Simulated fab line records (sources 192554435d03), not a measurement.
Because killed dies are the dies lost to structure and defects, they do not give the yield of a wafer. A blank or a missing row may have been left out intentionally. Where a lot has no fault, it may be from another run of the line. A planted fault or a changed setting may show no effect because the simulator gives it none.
Split-lot study :: flow n5-finfet :: on a route of 1938 steps: 7 lots, 39 wafers read

== THE SPLIT ITSELF ==
At N5_SD_EPI_P_EPI_21 (deposits SiGe:B, time 355 s), the setting time-s was moved away from the recipe's 355 s on 18 of the 39 wafers read, by -16.0% to -5.2%. The other wafers ran this setting at the recipe's value.

== FROM THE SPLIT TO THE READING: what the file shows between them, 6 steps ==
- N5_SD_EPI_P_EPI_MEAS_23
- N5_SD_EPI_P_HM_STRIP_48: strips SiNx in H3PO4, material SiNx, target depth 3 nm
- N5_SD_EPI_P_SRD_49: time 30 s
- N5_SD_EPI_P_PRECLEAN_24: cleans in O3/DIW, time 45 s
- N5_SD_ACTIVATION_RTA_00: time 0 s
- N5_SD_ACTIVATION_LSA_01: time 0.0008 s

== THE READING ==
At N5_SD_ACTIVATION_RS_MEAS_03, a four-point-probe measurement gives RS_SD_P in ohm/sq. Fault-free wafers of this fab line usually give 56.2 ohm/sq, standard deviation 1 ohm/sq.

wafer: L074.1
tool, chamber at the split: epi-rpcvd-02, 0
time-s as run, s: 336.5
against the recipe: -5.2%
RS_SD_P, ohm/sq: 59.3
against lot-mates on the recipe: +3.0

wafer: L074.2
tool, chamber at the split: epi-rpcvd-02, 0
time-s as run, s: 355
against the recipe: recipe
RS_SD_P, ohm/sq: 56.1
against lot-mates on the recipe: -

wafer: L074.3
tool, chamber at the split: epi-rpcvd-02, 0
time-s as run, s: 355
against the recipe: recipe
RS_SD_P, ohm/sq: 56.6
against lot-mates on the recipe: -

wafer: L074.4
tool, chamber at the split: epi-rpcvd-02, 0
time-s as run, s: 336.5
against the recipe: -5.2%
RS_SD_P, ohm/sq: 58.8
against lot-mates on the recipe: +2.5

wafer: L074.5
tool, chamber at the split: epi-rpcvd-02, 0
time-s as run, s: 355
against the recipe: recipe
RS_SD_P, ohm/sq: 56.3
against lot-mates on the recipe: -

wafer: L074.6
tool, chamber at the split: epi-rpcvd-02, 0
time-s as run, s: 336.5
against the recipe: -5.2%
RS_SD_P, ohm/sq: 59.7
against lot-mates on the recipe: +3.4

wafer: L079.1
tool, chamber at the split: epi-rpcvd-02, 0
time-s as run, s: 355
against the recipe: recipe
RS_SD_P, ohm/sq: 57.0
against lot-mates on the recipe: -

wafer: L079.2
tool, chamber at the split: epi-rpcvd-02, 0
time-s as run, s: 355
against the recipe: recipe
RS_SD_P, ohm/sq: 56.0
against lot-mates on the recipe: -

wafer: L079.3
tool, chamber at the split: epi-rpcvd-02, 0
time-s as run, s: 304
against the recipe: -14.4%
RS_SD_P, ohm/sq: 62.8
against lot-mates on the recipe: +6.2

wafer: L079.4
tool, chamber at the split: epi-rpcvd-02, 0
time-s as run, s: 355
against the recipe: recipe
RS_SD_P, ohm/sq: 56.7
against lot-mates on the recipe: -

wafer: L079.5
tool, chamber at the split: epi-rpcvd-02, 0
time-s as run, s: 304
against the recipe: -14.4%
RS_SD_P, ohm/sq: 62.3
against lot-mates on the recipe: +5.7

wafer: L079.6
tool, chamber at the split: epi-rpcvd-02, 0
time-s as run, s: 304
against the recipe: -14.4%
RS_SD_P, ohm/sq: 62.7
against lot-mates on the recipe: +6.1

wafer: L080.1
tool, chamber at the split: epi-rpcvd-02, 0
time-s as run, s: 355
against the recipe: recipe
RS_SD_P, ohm/sq: 56.2
against lot-mates on the recipe: -

wafer: L080.2
tool, chamber at the split: epi-rpcvd-02, 0
time-s as run, s: 298.2
against the recipe: -16.0%
RS_SD_P, ohm/sq: 62.2
against lot-mates on the recipe: +6.4

wafer: L080.3
tool, chamber at the split: epi-rpcvd-02, 0
time-s as run, s: 298.2
against the recipe: -16.0%
RS_SD_P, ohm/sq: 62.7
against lot-mates on the recipe: +6.9

wafer: L080.4
tool, chamber at the split: epi-rpcvd-02, 0
time-s as run, s: 298.2
against the recipe: -16.0%
RS_SD_P, ohm/sq: 61.4
against lot-mates on the recipe: +5.6

wafer: L080.5
tool, chamber at the split: epi-rpcvd-02, 0
time-s as run, s: 355
against the recipe: recipe
RS_SD_P, ohm/sq: 55.1
against lot-mates on the recipe: -

wafer: L080.6
tool, chamber at the split: epi-rpcvd-02, 0
time-s as run, s: 355
against the recipe: recipe
RS_SD_P, ohm/sq: 56.0
against lot-mates on the recipe: -

wafer: L082.1
tool, chamber at the split: epi-rpcvd-01, 0
time-s as run, s: 355
against the recipe: recipe
RS_SD_P, ohm/sq: 56.6
against lot-mates on the recipe: -

wafer: L082.2
tool, chamber at the split: epi-rpcvd-01, 0
time-s as run, s: 355
against the recipe: recipe
RS_SD_P, ohm/sq: 56.3
against lot-mates on the recipe: -

wafer: L082.3
tool, chamber at the split: epi-rpcvd-01, 0
time-s as run, s: 355
against the recipe: recipe
RS_SD_P, ohm/sq: 57.2
against lot-mates on the recipe: -

wafer: L082.4
tool, chamber at the split: epi-rpcvd-01, 0
time-s as run, s: 334.3
against the recipe: -5.8%
RS_SD_P, ohm/sq: 58.2
against lot-mates on the recipe: +1.5

wafer: L082.5
tool, chamber at the split: epi-rpcvd-01, 0
time-s as run, s: 334.3
against the recipe: -5.8%
RS_SD_P, ohm/sq: 58.4
against lot-mates on the recipe: +1.7

wafer: L082.6
tool, chamber at the split: epi-rpcvd-01, 0
time-s as run, s: 334.3
against the recipe: -5.8%
RS_SD_P, ohm/sq: 59.1
against lot-mates on the recipe: +2.4

wafer: L087.1
tool, chamber at the split: epi-rpcvd-02, 0
time-s as run, s: 355
against the recipe: recipe
RS_SD_P, ohm/sq: 54.8
against lot-mates on the recipe: -

wafer: L087.2
tool, chamber at the split: epi-rpcvd-02, 0
time-s as run, s: 355
against the recipe: recipe
RS_SD_P, ohm/sq: 56.0
against lot-mates on the recipe: -

wafer: L087.3
tool, chamber at the split: epi-rpcvd-02, 0
time-s as run, s: 355
against the recipe: recipe
RS_SD_P, ohm/sq: 54.9
against lot-mates on the recipe: -

wafer: L093.1
tool, chamber at the split: epi-rpcvd-03, 0
time-s as run, s: 355
against the recipe: recipe
RS_SD_P, ohm/sq: 55.3
against lot-mates on the recipe: -

wafer: L093.2
tool, chamber at the split: epi-rpcvd-03, 0
time-s as run, s: 329.8
against the recipe: -7.1%
RS_SD_P, ohm/sq: 58.1
against lot-mates on the recipe: +2.6

wafer: L093.3
tool, chamber at the split: epi-rpcvd-03, 0
time-s as run, s: 329.8
against the recipe: -7.1%
RS_SD_P, ohm/sq: 58.0
against lot-mates on the recipe: +2.5

wafer: L093.4
tool, chamber at the split: epi-rpcvd-03, 0
time-s as run, s: 355
against the recipe: recipe
RS_SD_P, ohm/sq: 55.4
against lot-mates on the recipe: -

wafer: L093.5
tool, chamber at the split: epi-rpcvd-03, 0
time-s as run, s: 329.8
against the recipe: -7.1%
RS_SD_P, ohm/sq: 58.6
against lot-mates on the recipe: +3.1

wafer: L093.6
tool, chamber at the split: epi-rpcvd-03, 0
time-s as run, s: 355
against the recipe: recipe
RS_SD_P, ohm/sq: 55.9
against lot-mates on the recipe: -

wafer: L096.1
tool, chamber at the split: epi-rpcvd-02, 0
time-s as run, s: 355
against the recipe: recipe
RS_SD_P, ohm/sq: 55.7
against lot-mates on the recipe: -

wafer: L096.2
tool, chamber at the split: epi-rpcvd-02, 0
time-s as run, s: 355
against the recipe: recipe
RS_SD_P, ohm/sq: 55.5
against lot-mates on the recipe: -

wafer: L096.3
tool, chamber at the split: epi-rpcvd-02, 0
time-s as run, s: 323.5
against the recipe: -8.9%
RS_SD_P, ohm/sq: 60.1
against lot-mates on the recipe: +4.1

wafer: L096.4
tool, chamber at the split: epi-rpcvd-02, 0
time-s as run, s: 323.5
against the recipe: -8.9%
RS_SD_P, ohm/sq: 59.9
against lot-mates on the recipe: +3.9

wafer: L096.5
tool, chamber at the split: epi-rpcvd-02, 0
time-s as run, s: 323.5
against the recipe: -8.9%
RS_SD_P, ohm/sq: 59.8
against lot-mates on the recipe: +3.8

wafer: L096.6
tool, chamber at the split: epi-rpcvd-02, 0
time-s as run, s: 355
against the recipe: recipe
RS_SD_P, ohm/sq: 56.9
against lot-mates on the recipe: -

THE FIT
A straight line over all 39 wafers: RS_SD_P changes by -0.414 ohm/sq for each +1% of time-s; r = -0.96; the points scatter about the line by 0.71 ohm/sq.
The same after taking each lot's own level away (the mean of its wafers on the recipe; 39 wafers): -0.408 ohm/sq for each +1%; r = -0.98; scatter 0.5 ohm/sq.
The reading moves by 6.5 ohm/sq for the largest change in time-s, on that fit.
From 55.23 to 56.70 ohm/sq: that is the span of the lots' own levels, equal to 1.5 times the standard deviation above.
The two slopes are in agreement: the lot-to-lot level therefore moves the slope only a little.
Check: for one of the wafers moved furthest among these (-16.0%), held out of the fit, the line's prediction against its lot-mates is +6.58 ohm/sq. It came out at +6.43 ohm/sq against them.

== THE OTHER SPLITS THESE WAFERS WENT THROUGH ==
These wafers also went through other splits before the reading. Each is held against what the fit with the lots' levels taken away leaves over:
other split on the same wafers: N5_FIN_SAQP_HM_DEP_72 time-s
wafers away from the commonest value: 15
r with RS_SD_P (lot level and that fit taken away): +0.06

other split on the same wafers: N5_FIN_SAQP_SPACER1_ALD_24 ald-cycles
wafers away from the commonest value: 12
r with RS_SD_P (lot level and that fit taken away): +0.02

== THE WHOLE CHAIN: every reading that the file lists as answering this split, in the file's order ==
step: N5_SD_EPI_P_EPI_21
what it does: deposits SiGe:B, time 355 s
reading: SiGe-B_of_SD_EPI_P_EPI_21.thk-nm (the simulator's own value, which no gauge read)
change (the file's fit): +0.406 nm for each +1% of the setting
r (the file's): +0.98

step: N5_SD_EPI_P_EPI_MEAS_23
what it does: 
reading: thk-nm
change (the file's fit): withheld for each +1% of the setting
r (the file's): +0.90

step: N5_SD_EPI_P_HM_STRIP_48
what it does: strips SiNx in H3PO4, material SiNx, target depth 3 nm
reading: SiGe-B_of_SD_EPI_P_EPI_21.thk-nm (the simulator's own value, which no gauge read)
change (the file's fit): +0.403 nm for each +1% of the setting
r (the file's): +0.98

step: N5_SD_ACTIVATION_RS_MEAS_03
what it does: measures by four-point-probe
reading: RS_SD_P
change (the file's fit): -0.412 for each +1% of the setting
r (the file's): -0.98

== FILE'S OWN FIT ==
RS_SD_P changes by -0.412 ohm/sq for each +1% of time-s, r = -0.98.
